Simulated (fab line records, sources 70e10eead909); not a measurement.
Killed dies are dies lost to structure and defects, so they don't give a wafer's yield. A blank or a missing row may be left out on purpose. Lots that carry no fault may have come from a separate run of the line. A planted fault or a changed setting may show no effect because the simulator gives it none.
Problem report in the 8D (eight disciplines) form, filled by code + flow nand-harc + the parts of the form that need people (team, actions taken, sign-off) are left out

## 1. WHAT WENT WRONG
Wafers without a fault read 1.001 a.u., standard deviation 0.0097; oes-product-au at NHARC_A_STAIRCASE_HM_OPEN_463 reads a mean of 1.328 a.u. on 3 wafers belonging to 3 lots. Relative to the usual mean, that is a shift of +34 standard deviations.
The step: chemistry O2/COS.
First seen on wafer L194.5, day 21 20:40, on rie-diel-06. At this step, 34 wafers from 12 lots have a number in the record. By rule, "out" or "out of limits" means more than 4 standard deviations away from the usual mean. The other wafers with a number count as sound.

## 2. WHAT IT IS; WHAT IT IS NOT
| question                    | is                     | is not                                                                                                              |
|-----------------------------|------------------------|---------------------------------------------------------------------------------------------------------------------|
| which readings at this step | oes-product-au         | chamber-pressure-mTorr, cos-flow-sccm, drypump-motor-current-A, rf-vpp-V, showerhead-plenum-p-Torr                  |
| which lots                  | L193, L194, L196       | L187, L192, L197, L198, L199, L201, L205, L206, L207                                                                |
| which wafers of those lots  | L193.1, L194.5, L196.1 | L193.4, L194.3, L196.3, L196.4                                                                                      |
| read on which tools         | rie-diel-06            | rie-diel-01, rie-diel-10                                                                                            |
| when                        | from day 21 20:40      | up to then (7 sound wafers); but 24 sound wafers of L193, L196, L197, L198, L199, L201, L205, L206, L207 came after |

## 3. WHAT RULES OUT EACH SUSPECT
Counting: a tool at a process step up to the reading stays a suspect if it ran every lot that is out. Sound lots after the first of them don't rule it out here, since some wafers of a struck lot are sound.
- rie-diel-06 at NHARC_A_STAIRCASE_HM_OPEN_463 (chemistry O2/COS): kept. It ran every lot that is out, first L194 (day 21 20:40); its last sound lot up to then is L192 (day 20 23:24). Its own oes-product-au readings are out on those wafers.
Left after counting: rie-diel-06 at NHARC_A_STAIRCASE_HM_OPEN_463.

## 4. THE CAUSE (what the simulator had put in)
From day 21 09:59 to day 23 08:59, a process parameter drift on rie-diel-06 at NHARC_A_STAIRCASE_HM_OPEN_463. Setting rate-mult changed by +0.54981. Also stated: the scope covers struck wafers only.
This tool alone remained once counting was done.

## 5. THE CHAIN OF EFFECTS, in route order
Each row: a reading whose mean over the struck wafers that have a number lies more than 3 standard deviations from the usual. Only readings for which the record gives a usual standard deviation are gone through. hours: the time from each lot's start at the first step in this table that gives one to its start at this step, as a median over the lots. sigmas: the change in usual standard deviations.
| hours | step                          | reading        | usual      | on struck wafers | change | sigmas |
|-------|-------------------------------|----------------|------------|------------------|--------|--------|
| 0     | NHARC_A_STAIRCASE_HM_OPEN_463 | oes-product-au | 1.001 a.u. | 1.328            | +0.327 | +34    |
The process steps in it:
- NHARC_A_STAIRCASE_HM_OPEN_463: chemistry O2/COS.
Later steps that measure or inspect, where all struck wafers having a row at the step show a number for every such reading and not one has moved that far: NHARC_END_SORT_01.

## 6. HOW IT WOULD HAVE BEEN CAUGHT EARLIER
11 hours passed between the start of the fault at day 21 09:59 and the first reading out of limits in this record, taken at day 21 20:40.
